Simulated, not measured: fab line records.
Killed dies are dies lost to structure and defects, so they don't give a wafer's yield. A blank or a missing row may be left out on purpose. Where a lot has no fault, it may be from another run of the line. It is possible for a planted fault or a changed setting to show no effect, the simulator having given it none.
Chamber matching :: flow n5_finfet :: N5_HKMG_FIN_NWFM_ALD_20 on ald_metal-02: 4 sister chambers
The step deposits TiAlC, target thk 2 nm, pulse time 3 s, purge time 2 s. 14 wafers are shown with their chamber, then 7 later ones without.

== WAFERS PAIRED WITH THEIR CHAMBERS ==
wafer: L074.2
chamber: 2
heater_power_w (W): 564
precursor_pulse_height_rel: 0.999

wafer: L074.5
chamber: 2
heater_power_w (W): 553
precursor_pulse_height_rel: 1.031

wafer: L074.6
chamber: 1
heater_power_w (W): 463
precursor_pulse_height_rel: 1.038

wafer: L075.1
chamber: 0
heater_power_w (W): 555
precursor_pulse_height_rel: 1.005

wafer: L075.2
chamber: 1
heater_power_w (W): 479
precursor_pulse_height_rel: 1.018

wafer: L075.4
chamber: 3
heater_power_w (W): 583
precursor_pulse_height_rel: 0.985

wafer: L077.1
chamber: 1
heater_power_w (W): 459
precursor_pulse_height_rel: 1.014

wafer: L077.4
chamber: 2
heater_power_w (W): 540
precursor_pulse_height_rel: 0.968

wafer: L077.6
chamber: 0
heater_power_w (W): 538
precursor_pulse_height_rel: 1.004

wafer: L079.3
chamber: 2
heater_power_w (W): 537
precursor_pulse_height_rel: 1.001

wafer: L079.4
chamber: 1
heater_power_w (W): 458
precursor_pulse_height_rel: 1.022

wafer: L079.6
chamber: 0
heater_power_w (W): 552
precursor_pulse_height_rel: 0.988

wafer: L087.1
chamber: 1
heater_power_w (W): 465
precursor_pulse_height_rel: 0.954

wafer: L087.3
chamber: 2
heater_power_w (W): 547
precursor_pulse_height_rel: 0.989

SIGNATURES (averages over the wafers above)
reading: heater_power_w
chamber 0: 548.33
chamber 1: 464.80
chamber 2: 548.20
chamber 3: 583.00
scatter within a chamber: 9.57

reading: precursor_pulse_height_rel
chamber 0: 0.99900
chamber 1: 1.00920
chamber 2: 0.99760
chamber 3: 0.98500
scatter within a chamber: 0.0253
Rule: for a wafer and a chamber, the distance is found by dividing, reading by reading, the gap between the wafer's reading and the chamber's mean by the reading's scatter, squaring, summing and taking the root. If the next closest chamber is less than 2 further off than the closest, the wafer can't be placed; otherwise it belongs to the closest. The scatter is the square root of a quotient: the sum, over the shown wafers, of each reading's squared deviation from its chamber's mean, divided by wafers minus chambers.

== WAFERS WITH NO CHAMBER GIVEN ==
wafer: L087.4
heater_power_w (W): 545
precursor_pulse_height_rel: 1.025

wafer: L088.1
heater_power_w (W): 536
precursor_pulse_height_rel: 0.994

wafer: L088.4
heater_power_w (W): 537
precursor_pulse_height_rel: 0.971

wafer: L088.5
heater_power_w (W): 568
precursor_pulse_height_rel: 0.984

wafer: L089.1
heater_power_w (W): 550
precursor_pulse_height_rel: 1.003

wafer: L089.2
heater_power_w (W): 475
precursor_pulse_height_rel: 1.010

wafer: L089.6
heater_power_w (W): 458
precursor_pulse_height_rel: 1.029

== CHAMBER TAKEN BY EACH ==
wafer: L087.4
from the rows above: can't be placed: 0 or 2
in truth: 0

wafer: L088.1
from the rows above: can't be placed: 2 or 0
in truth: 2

wafer: L088.4
from the rows above: can't be placed: 2 or 0
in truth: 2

wafer: L088.5
from the rows above: can't be placed: 3 or 2 or 0
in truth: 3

wafer: L089.1
from the rows above: can't be placed: 0 or 2
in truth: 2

wafer: L089.2
from the rows above: 1
in truth: 1

wafer: L089.6
from the rows above: 1
in truth: 1
Correctly placed: 2 of 7. These rows do not allow placing 5 (true chamber among the candidates in 5). Number placed wrongly: 0.
